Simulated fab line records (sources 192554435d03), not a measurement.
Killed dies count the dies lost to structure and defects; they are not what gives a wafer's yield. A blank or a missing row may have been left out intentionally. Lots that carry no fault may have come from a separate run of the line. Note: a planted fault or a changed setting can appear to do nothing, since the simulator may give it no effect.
fab line records	flow n5Finfet	part 1 of 2: steps 1 to 22 of 36
record: lots: 5	wafers: 15	lastDay: 17
route steps=1938 shown BEOL_M7@1263
lots that met no fault: taken from a fault-free run of the same line
startH: hours from the record's first day to the start of the lot's first wafer shown	waitH: how many hours have passed since the lot's step before this one	" same as the row above	L1.1+2: a single row standing in for several wafers	- value missing, or start not given	* or withheld: withheld	< > ~ a bound
route shown NAME@n: a module of which the file shows steps, and the number in the route of the first	usual: mean/standard deviation of fault-free wafers	same: alike in all rows	chamber/n: place in a boat	sites: each site's reading	_std_site: their standard deviation	_edge_site: the outer-site mean with the inner-site mean subtracted	radiusMm: how far each site lies from the wafer's centre	mask NAME#n: copy n	behind: tool/chamber where the wafer was last shaped	hold: why the lot was held/for how many hours/how that ended	device: transistor that didn't switch, given as n, p or np	end of line: tests run on the same wafers once the route is complete	a step with no rows: only its recipe	killed: dies lost to structure and defects at the first sort, not the wafer's yield	map: dies across one wafer; x = killed, . = not, _ = none there
set.NAME: the setting as run; set.NAME@STEP: as run at that earlier step	model.NAME: the simulator's own value behind a step, which no gauge read
a table for each step, a row for each wafer; lots at some steps of the route
services: when a tool's chamber went out of use (startH, in hours from the record's first day, below 0 if earlier), for how many hours, and the reason
== steps ==
step: N5_BEOL_M7_ILD_DEP_00
recipe: material: SiCOH_lowk	targetThkA: 1797.5	tempC: 300	precursor: DEMS/porogen	pressureTorr: 5	rfW: 500	timeS: 33.4
usual: heaterPowerW: 327/48	showerheadPlenumPTorr: 5.730/0.015	showerheadVppV: 1398/55	throttleValvePct: 14.1/1
lot.wafer	tool	chamber	startH	waitH	heaterPowerW	showerheadPlenumPTorr	showerheadVppV	throttleValvePct
L076.1	pecvd-04	2	183.28	0.0	317	5.726	1327	12.7
L076.3	"	1	"	"	360	5.760	1427	15.9
L076.4	"	1	"	"	370	5.744	1418	16.0
L078.2	pecvd-04	2	209.93	0.0	350	5.716	1351	12.6
L078.4	"	1	"	"	355	5.751	1422	15.8
L078.5	"	2	"	"	356	5.742	1346	12.7
L089.2	pecvd-02	1	276.49	0.0	389	5.750	1365	14.3
L089.3	"	2	"	"	252	5.744	1289	12.8
L089.5	"	1	"	"	389	5.742	1334	14.4
L096.1	pecvd-04	0	313.86	0.0	294	5.716	1385	14.0
L096.5	"	1	"	"	393	5.743	1417	16.1
L096.6	"	0	"	"	295	5.685	1401	14.1
L097.1	pecvd-03	2	327.07	0.0	301	5.709	1489	13.7
L097.4	"	2	"	"	308	5.725	1504	13.7
L097.5	"	1	"	"	383	5.723	1388	14.5
step: N5_BEOL_M7_CURE_74
recipe: tempC: 385	timeS: 240	ambient: He/Ar	material: SiCOH_lowk
usual: lampPowerPct: 52.31/0.053	wafer_temp_C_max: 387.0/0.92
lot.wafer	tool	chamber	startH	waitH	lampPowerPct	wafer_temp_C_max
L076.1	uvCure-02	1	183.35	0.0	52.29	385.6
L076.3	"	1	"	"	52.25	386.0
L076.4	"	1	"	"	52.37	386.0
L078.2	uvCure-01	1	210.08	0.1	52.20	385.8
L078.4	"	1	"	"	52.33	386.0
L078.5	"	1	"	"	52.42	385.7
L089.2	uvCure-01	2	276.64	0.1	52.33	388.4
L089.3	"	2	"	"	52.22	387.4
L089.5	"	2	"	"	52.39	387.9
L096.1	uvCure-02	0	313.92	0.0	52.28	386.6
L096.5	"	0	"	"	52.33	386.7
L096.6	"	0	"	"	52.32	386.2
L097.1	uvCure-02	1	327.13	0.0	52.33	386.2
L097.4	"	1	"	"	52.35	386.0
L097.5	"	1	"	"	52.32	386.1
step: N5_BEOL_M7_THK_MEAS_01
recipe: reads: SiCOH_lowk_of_BEOL_M7_ILD_DEP_00
usual: M7_ILD_THK: 155.3/1.9
lot.wafer	tool	chamber	startH	waitH	M7_ILD_THK[nm]
L076.1	filmMetro-01	-	183.86	0.4	155.7
L076.3	"	-	"	"	153.6
L076.4	"	-	"	"	157.1
L078.2	filmMetro-01	-	210.51	0.4	155.6
L078.4	"	-	"	"	155.2
L078.5	"	-	"	"	159.0
L089.2	filmMetro-02	-	277.07	0.4	154.5
L089.3	"	-	"	"	155.7
L089.5	"	-	"	"	155.6
L096.1	filmMetro-01	-	314.43	0.4	151.2
L096.5	"	-	"	"	156.9
L096.6	"	-	"	"	154.3
L097.1	filmMetro-01	-	327.65	0.4	153.9
L097.4	"	-	"	"	156.4
L097.5	"	-	"	"	154.0
step: N5_BEOL_M7_PECVD_70
recipe: material: SiO2	targetThkA: 200	tempC: 400	precursor: TEOS/O2	pressureTorr: 5.5	rfW: 450	teosFlowSccm: 53.8	gas: O2	flowSccm: 3000	timeS: 22.7
usual: heaterPowerW: 760/81	showerheadPlenumPTorr: 8.74/0.045	showerheadVppV: 1331/50	throttleValvePct: 22.7/1.3
lot.wafer	tool	chamber	startH	waitH	heaterPowerW	showerheadPlenumPTorr	showerheadVppV	throttleValvePct
L076.1	pecvd-03	0	183.90	0.0	851	8.76	1278	23.4
L076.3	"	1	"	"	725	8.76	1294	23.4
L076.4	"	0	"	"	868	8.73	1314	23.0
L078.2	pecvd-04	2	210.55	0.0	661	8.73	1273	20.4
L078.4	"	2	"	"	679	8.73	1287	20.6
L078.5	"	0	"	"	671	8.67	1306	22.7
L089.2	pecvd-02	2	277.11	0.0	659	8.77	1244	20.7
L089.3	"	0	"	"	742	8.67	1404	22.4
L089.5	"	2	"	"	656	8.79	1249	20.5
L096.1	pecvd-02	0	314.47	0.0	723	8.69	1394	22.7
L096.5	"	1	"	"	742	8.84	1297	23.4
L096.6	"	2	"	"	642	8.79	1243	20.6
L097.1	pecvd-02	1	327.68	0.0	874	8.82	1296	23.1
L097.4	"	0	"	"	836	8.69	1421	22.4
L097.5	"	1	"	"	846	8.83	1287	23.4
step: N5_BEOL_M7_HM_DEP_02
recipe: material: TiN	targetThkA: 200	tempC: 25	chamberPressurePa: 0.49996
usual: throttleValvePct: 29.4/1.1
lot.wafer	tool	chamber	startH	waitH	throttleValvePct
L076.1	pvdSputter-03	-	183.98	0.1	29.6
L076.3	"	-	"	"	32.1
L076.4	"	-	"	"	29.8
L078.2	pvdSputter-01	-	211.79	1.2	28.0
L078.4	"	-	"	"	29.8
L078.5	"	-	"	"	29.6
L089.2	pvdSputter-02	-	277.30	0.2	29.1
L089.3	"	-	"	"	29.1
L089.5	"	-	"	"	28.6
L096.1	pvdSputter-02	-	314.93	0.4	29.0
L096.5	"	-	"	"	28.6
L096.6	"	-	"	"	30.6
L097.1	pvdSputter-03	-	328.27	0.6	29.7
L097.4	"	-	"	"	32.1
L097.5	"	-	"	"	29.9
step: N5_BEOL_M7_COAT_59
recipe: resist: SOC	tempC: 250	timeS: 60	spinRpm: 1500	resistThkNm: 100
lot.wafer	tool	chamber	startH	waitH
L076.1+3+4	lithoTrack-01	0	184.10	0.1
L078.2+4+5	lithoTrack-01	0	211.91	0.1
L089.2+3+5	lithoTrack-01	0	277.42	0.1
L096.1+5+6	lithoTrack-03	0	315.06	0.1
L097.1+4+5	lithoTrack-03	0	328.40	0.1
step: N5_BEOL_M7_COAT_60
recipe: resist: SiARC	tempC: 220	timeS: 60	spinRpm: 1500	resistThkNm: 35
lot.wafer	tool	chamber	startH	waitH
L076.1+3+4	lithoTrack-01	0	-	-
L078.2+4+5	lithoTrack-01	0	-	-
L089.2+3+5	lithoTrack-01	0	-	-
L096.1+5+6	lithoTrack-03	0	-	-
L097.1+4+5	lithoTrack-03	0	-	-
step: N5_BEOL_M7_COAT_05
recipe: resist: CAR-ArF	spinRpm: 1500	resistThkNm: 90
lot.wafer	tool	chamber	startH	waitH
L076.1+3+4	lithoTrack-01	0	-	-
L078.2+4+5	lithoTrack-01	0	-	-
L089.2+3+5	lithoTrack-01	0	-	-
L096.1+5+6	lithoTrack-03	0	-	-
L097.1+4+5	lithoTrack-03	0	-	-
step: N5_BEOL_M7_EBR_07
recipe: solvent: PGMEA	ebrWidthMm: 1.5
lot.wafer	tool	chamber	startH	waitH
L076.1+3+4	lithoTrack-01	0	-	-
L078.2+4+5	lithoTrack-01	0	-	-
L089.2+3+5	lithoTrack-01	0	-	-
L096.1+5+6	lithoTrack-03	0	-	-
L097.1+4+5	lithoTrack-03	0	-	-
step: N5_BEOL_M7_SOFTBAKE_06
recipe: tempC: 110	timeS: 60	resist: CAR-ArF
lot.wafer	tool	chamber	startH	waitH
L076.1+3+4	lithoTrack-01	0	-	-
L078.2+4+5	lithoTrack-01	0	-	-
L089.2+3+5	lithoTrack-01	0	-	-
L096.1+5+6	lithoTrack-03	0	-	-
L097.1+4+5	lithoTrack-03	0	-	-
step: N5_BEOL_M7_EXPOSE_08
recipe: maskId: M7	na: 1.35	sourceShape: dipole	sigmaInner: 0.817	sigmaOuter: 0.97	polarization: te	doseMj: 68.25
usual: stageVelMmS: 500.04/0.27
lot.wafer	tool	chamber	startH	waitH	mask	stageVelMmS
L076.1	arfiScanner-03	0	184.22	-	M7#0	500.18
L076.3	"	0	"	"	M7#0	499.73
L076.4	"	0	"	"	M7#0	500.63
L078.2	arfiScanner-02	0	212.04	-	M7#0	499.84
L078.4	"	0	"	"	M7#0	500.07
L078.5	"	0	"	"	M7#0	500.43
L089.2	arfiScanner-03	0	277.55	-	M7#0	500.43
L089.3	"	0	"	"	M7#0	500.27
L089.5	"	0	"	"	M7#0	500.33
L096.1	arfiScanner-01	0	315.30	-	M7#0	500.04
L096.5	"	0	"	"	M7#0	500.17
L096.6	"	0	"	"	M7#0	499.76
L097.1	arfiScanner-03	0	328.64	-	M7#0	499.98
L097.4	"	0	"	"	M7#0	500.26
L097.5	"	0	"	"	M7#0	499.84
step: N5_BEOL_M7_PEB_09
recipe: pebTempC: withheld	pebTimeS: 60	resist: CAR-ArF
same: pebTimeS: 60
lot.wafer	tool	chamber	startH	waitH
L076.1+3+4	lithoTrack-03	0	184.28	0.1
L078.2+4+5	lithoTrack-01	0	212.09	0.0
L089.2+3+5	lithoTrack-02	0	277.60	0.0
L096.1+5+6	lithoTrack-03	0	315.36	0.1
L097.1+4+5	lithoTrack-01	0	328.70	0.1
step: N5_BEOL_M7_DEVELOP_10
recipe: developTimeS: 30	developer: TMAH	resist: CAR-ArF	rinseLiquid: diw	dry: airSpin	devTempC: 23
lot.wafer	tool	chamber	startH	waitH
L076.1+3+4	lithoTrack-03	0	-	-
L078.2+4+5	lithoTrack-01	0	-	-
L089.2+3+5	lithoTrack-02	0	-	-
L096.1+5+6	lithoTrack-03	0	-	-
L097.1+4+5	lithoTrack-01	0	-	-
step: N5_BEOL_M7_CD_MEAS_11
recipe: targetCdNm: 38.5	landingEnergyEv: 500	detector: seInlens	polarity: opening
usual: cdNm: 38.6/0.5
lot.wafer	tool	chamber	startH	waitH	cdNm
L076.1	cdSem-03	0	184.35	-	38.2
L076.3	"	0	"	"	38.5
L076.4	"	0	"	"	38.0
L078.2	cdSem-03	0	212.16	-	37.6
L078.4	"	0	"	"	38.9
L078.5	"	0	"	"	37.9
L089.2	cdSem-02	0	277.67	-	38.4
L089.3	"	0	"	"	39.1
L089.5	"	0	"	"	38.7
L096.1	cdSem-01	0	315.43	-	38.1
L096.5	"	0	"	"	38.8
L096.6	"	0	"	"	38.4
L097.1	cdSem-02	0	328.77	-	38.8
L097.4	"	0	"	"	38.4
L097.5	"	0	"	"	38.1
step: N5_BEOL_M7_OVL_MEAS_12
recipe: pointsPerWafer: 44
usual: M7_OVL: 0.0/0.84
lot.wafer	tool	chamber	startH	waitH	M7_OVL[nm]
L076.1	overlay-01	0	184.39	0.0	0.5
L076.3	"	0	"	"	0.5
L076.4	"	0	"	"	0.0
L078.2	overlay-01	0	212.20	0.0	-0.2
L078.4	"	0	"	"	-0.1
L078.5	"	0	"	"	-0.1
L089.2	overlay-01	0	277.70	0.0	2.4
L089.3	"	0	"	"	1.2
L089.5	"	0	"	"	0.3
L096.1	overlay-02	0	315.46	0.0	0.0
L096.5	"	0	"	"	-0.3
L096.6	"	0	"	"	1.3
L097.1	overlay-02	0	328.80	0.0	0.5
L097.4	"	0	"	"	0.2
L097.5	"	0	"	"	0.1
step: N5_BEOL_M7_INSPECT_13
recipe: mode: adi	inspectInstrument: brightfield
usual: rawDefectCount: 408/92
lot.wafer	tool	chamber	startH	waitH	rawDefectCount
L076.1	defectInspect-02	-	184.41	0.0	285
L076.3	"	-	"	"	343
L076.4	"	-	"	"	421
L078.2	defectInspect-01	-	212.23	0.0	538
L078.4	"	-	"	"	315
L078.5	"	-	"	"	566
L089.2	defectInspect-02	-	277.72	0.0	477
L089.3	"	-	"	"	411
L089.5	"	-	"	"	470
L096.1	defectInspect-02	-	315.48	0.0	319
L096.5	"	-	"	"	487
L096.6	"	-	"	"	375
L097.1	defectInspect-01	-	328.82	0.0	335
L097.4	"	-	"	"	386
L097.5	"	-	"	"	243
step: N5_BEOL_M7_DESCUM_16
recipe: chemistry: O2	timeS: 7.9	sourcePowerW: 50	biasPowerW: 20	pressureMtorr: 20	rfFrequencyHz: 2.712e+07	tempC: 40	resist: CAR-ArF	o2FlowSccm: 225
usual: drypumpMotorCurrentA: 5.5/0.51	oesProductAu: 0.79/0.086	rfVppV: 242.8/1.6	showerheadPlenumPTorr: 2.08/0.078	throttleValvePct: 20.44/0.2
lot.wafer	tool	chamber	startH	waitH	drypumpMotorCurrentA	oesProductAu	rfHoursCounterH	rfVppV	showerheadPlenumPTorr	throttleValvePct
L076.1	rieDiel-01	2	184.60	0.2	5.0	0.69	235	242.8	2.05	20.84
L076.3	"	1	"	"	5.8	0.85	43	242.2	2.14	20.53
L076.4	"	3	"	"	5.3	0.69	210	240.0	1.98	20.41
L078.2	rieDiel-03	0	212.26	0.0	5.9	0.73	171	242.6	2.10	20.66
L078.4	"	3	"	"	5.4	0.70	240	245.4	2.17	20.58
L078.5	"	3	"	"	5.4	0.70	-	244.7	2.17	20.57
L089.2	rieDiel-01	3	278.16	0.4	5.3	0.67	234	242.2	1.97	20.45
L089.3	"	2	"	"	5.0	0.97	10	243.8	2.04	20.46
L089.5	"	0	"	"	4.9	0.82	-	240.7	2.11	20.53
L096.1	rieDiel-03	0	315.52	0.0	5.9	0.69	205	242.1	2.08	20.71
L096.5	"	3	"	"	5.4	0.91	-	243.6	2.16	20.16
L096.6	"	2	"	"	5.0	0.72	-	241.9	2.00	20.49
L097.1	rieDiel-05	1	328.86	0.0	6.1	0.78	104	246.0	2.19	20.21
L097.4	"	3	"	"	5.8	0.95	1	243.8	2.17	19.99
L097.5	"	3	"	"	5.7	0.96	-	244.4	2.17	19.99
step: N5_BEOL_M7_ETCH_61
recipe: chemistry: CF4	target: SiARC	targetDepthA: 455	maskMaterial: CAR-ArF	timeS: 75.8	ionEnergyEv: 80	pressureMtorr: 40	sourceW: 545	biasW: 36	Ar_flow_sccm: 100	cf4FlowSccm: 100	ends: cleared
usual: drypumpMotorCurrentA: 5.5/0.51	etchRfOnTimeS: 75.4/1.7	oesProductAu: 0.68/0.073	rfVppV: 183.9/1.1	showerheadPlenumPTorr: 2.13/0.071	throttleValvePct: 15.58/0.21
lot.wafer	tool	chamber	startH	waitH	drypumpMotorCurrentA	etchRfOnTimeS	oesProductAu	rfHoursCounterH	rfVppV	showerheadPlenumPTorr	throttleValvePct
L076.1	rieDiel-01	2	184.63	0.0	5.0	78.1	0.59	235	183.1	2.11	16.14
L076.3	"	1	"	"	5.8	74.2	0.75	43	184.3	2.17	15.56
L076.4	"	3	"	"	5.4	76.9	0.60	210	184.1	2.05	15.66
L078.2	rieDiel-03	0	212.29	0.0	5.9	78.7	0.62	171	184.9	2.13	15.73
L078.4	"	3	"	"	5.4	75.9	0.60	240	183.7	2.20	15.69
L078.5	"	3	"	"	5.4	76.4	0.59	-	184.0	2.20	15.67
L089.2	rieDiel-01	3	278.19	0.0	5.4	76.9	0.58	234	182.0	2.04	15.68
L089.3	"	2	"	"	5.0	76.3	0.83	10	183.8	2.11	15.67
L089.5	"	0	"	"	4.9	74.7	0.72	-	184.3	2.15	15.59
L096.1	rieDiel-03	0	315.55	0.0	5.9	79.4	0.58	205	184.1	2.12	15.80
L096.5	"	3	"	"	5.4	74.7	0.78	-	185.3	2.19	15.23
L096.6	"	2	"	"	5.0	76.8	0.62	-	183.2	2.05	15.77
L097.1	rieDiel-05	1	328.89	0.0	6.1	76.0	0.67	104	185.6	2.24	15.45
L097.4	"	3	"	"	5.8	74.8	0.82	1	184.2	2.19	15.01
L097.5	"	3	"	"	5.7	74.6	0.83	-	183.8	2.19	15.00
step: N5_BEOL_M7_ETCH_62
recipe: chemistry: N2/H2	target: SOC	targetDepthA: 1100	overetchA: 220	maskMaterial: SiARC	tempC: 40	timeS: 165	ionEnergyEv: 200	pressureMtorr: 30	sourceW: 840	biasW: 150	n2FlowSccm: 200	h2FlowSccm: 200
usual: drypumpMotorCurrentA: 5.6/0.51	oesProductAu: 0.67/0.069	rfVppV: 523.3/2.7	showerheadPlenumPTorr: 2.53/0.095	throttleValvePct: 17.82/0.25
lot.wafer	tool	chamber	startH	waitH	drypumpMotorCurrentA	oesProductAu	rfHoursCounterH	rfVppV	showerheadPlenumPTorr	throttleValvePct
L076.1	rieDiel-01	2	184.69	0.0	5.0	0.59	235	522.4	2.51	18.40
L076.3	"	1	"	"	5.8	0.72	43	524.9	2.58	17.72
L076.4	"	3	"	"	5.3	0.60	210	520.3	2.43	17.91
L078.2	rieDiel-03	0	212.35	0.0	5.9	0.62	171	522.4	2.54	18.07
L078.4	"	3	"	"	5.4	0.60	240	526.1	2.61	17.92
L078.5	"	3	"	"	5.4	0.60	-	526.3	2.61	17.92
L089.2	rieDiel-01	3	278.25	0.0	5.4	0.58	234	519.9	2.42	17.96
L089.3	"	2	"	"	5.0	0.81	10	523.1	2.50	17.98
L089.5	"	0	"	"	4.9	0.69	-	524.8	2.58	18.07
L096.1	rieDiel-03	0	315.61	0.0	5.9	0.60	205	522.8	2.53	18.13
L096.5	"	3	"	"	5.4	0.77	-	524.8	2.60	17.49
L096.6	"	2	"	"	5.1	0.61	-	520.6	2.40	17.62
L097.1	rieDiel-05	1	328.95	0.0	6.1	0.67	104	528.0	2.68	17.67
L097.4	"	3	"	"	5.7	0.80	1	526.3	2.59	17.06
L097.5	"	3	"	"	5.8	0.80	-	526.2	2.59	17.08
step: N5_BEOL_M7_STRIP_68
recipe: chemistry: N2/H2	tempC: 40	n2FlowSccm: 200	h2FlowSccm: 200	rfFrequencyHz: 6e+07
lot.wafer	tool	chamber	startH	waitH
L076.1+3+4	rieDiel-01	2,1,3	184.83	0.1
L078.2+4+5	rieDiel-03	0,3,3	212.49	0.1
L089.2+3+5	rieDiel-01	3,2,0	278.38	0.1
L096.1+5+6	rieDiel-03	0,3,2	315.74	0.1
L097.1+4+5	rieDiel-05	1,3,3	329.09	0.1
step: N5_BEOL_M7_STRIP_67
recipe: chemistry: CF4	resist: SiARC	powerW: 300	biasPowerW: 75	pressureMtorr: 50	cf4FlowSccm: 150	rfFrequencyHz: 6e+07
usual: drypumpMotorCurrentA: 5.5/0.51	oesProductAu: 0.79/0.081	powerW: 300.2/0.96	rfVppV: 270.9/1.7	showerheadPlenumPTorr: 1.78/0.06	throttleValvePct: 13.57/0.21
lot.wafer	tool	chamber	startH	waitH	drypumpMotorCurrentA	oesProductAu	powerW	rfHoursCounterH	rfVppV	showerheadPlenumPTorr	throttleValvePct
L076.1	rieDiel-01	2	184.84	0.0	5.0	0.70	302.3	235	270.6	1.78	14.14
L076.3	"	1	"	"	5.8	0.86	300.3	43	271.5	1.82	13.51
L076.4	"	3	"	"	5.3	0.69	299.2	210	267.2	1.71	13.63
L078.2	rieDiel-03	0	212.50	0.0	5.9	0.73	300.6	171	272.8	1.79	13.72
L078.4	"	3	"	"	5.4	0.70	300.1	240	273.3	1.84	13.70
L078.5	"	3	"	"	5.4	0.70	299.0	-	272.1	1.84	13.71
L089.2	rieDiel-01	3	278.39	0.0	5.3	0.68	300.8	234	267.6	1.71	13.69
L089.3	"	2	"	"	5.0	0.96	299.2	10	271.5	1.77	13.64
L089.5	"	0	"	"	4.9	0.83	300.8	-	271.8	1.80	13.58
L096.1	rieDiel-03	0	315.75	0.0	5.9	0.71	301.4	205	270.4	1.78	13.81
L096.5	"	3	"	"	5.4	0.92	301.7	-	272.9	1.84	13.18
L096.6	"	2	"	"	5.0	0.72	301.6	-	270.3	1.72	13.78
L097.1	rieDiel-05	1	329.10	0.0	6.1	0.79	300.1	104	273.2	1.89	13.48
L097.4	"	3	"	"	5.8	0.95	300.4	1	272.4	1.83	12.96
L097.5	"	3	"	"	5.7	0.94	300.1	-	273.1	1.83	12.95
step: N5_BEOL_M7_HM_OPEN_17
recipe: chemistry: Cl2/BCl3	targetDepthA: 200	overetchA: 60	target: TiN	maskMaterial: SOC	ionEnergyEv: 150	pressureMtorr: 10	icpW: 1000	biasW: 126	Cl2_flow_sccm: 53.25	bcl3FlowSccm: 21.75	Ar_flow_sccm: 25
usual: drypumpMotorCurrentA: 5.8/0.36	oesProductAu: 0.66/0.078	throttleValvePct: 22.2/0.32
lot.wafer	tool	chamber	startH	waitH	drypumpMotorCurrentA	oesProductAu	rfHoursCounterH	throttleValvePct
L076.1	rieMetal-03	0	184.88	0.0	5.8	0.61	74	22.5
L076.3	"	1	"	"	5.7	0.79	-	21.7
L076.4	"	0	"	"	5.8	0.60	-	22.5
L078.2	rieMetal-02	0	212.54	0.0	5.9	0.54	102	22.3
L078.4	"	1	"	"	5.3	0.66	-	22.5
L078.5	"	1	"	"	5.3	0.65	-	22.5
L089.2	rieMetal-03	0	278.43	0.0	5.8	0.60	82	22.5
L089.3	"	1	"	"	5.7	0.74	-	21.6
L089.5	"	1	"	"	5.7	0.73	-	21.7
L096.1	rieMetal-03	1	315.79	0.0	5.7	0.74	16	21.7
L096.5	"	0	"	"	5.7	0.59	-	22.5
L096.6	"	1	"	"	5.7	0.73	-	21.6
L097.1	rieMetal-03	0	329.14	0.0	5.8	0.59	87	22.5
L097.4	"	0	"	"	5.7	0.59	-	22.5
L097.5	"	0	"	"	5.8	0.58	-	22.5
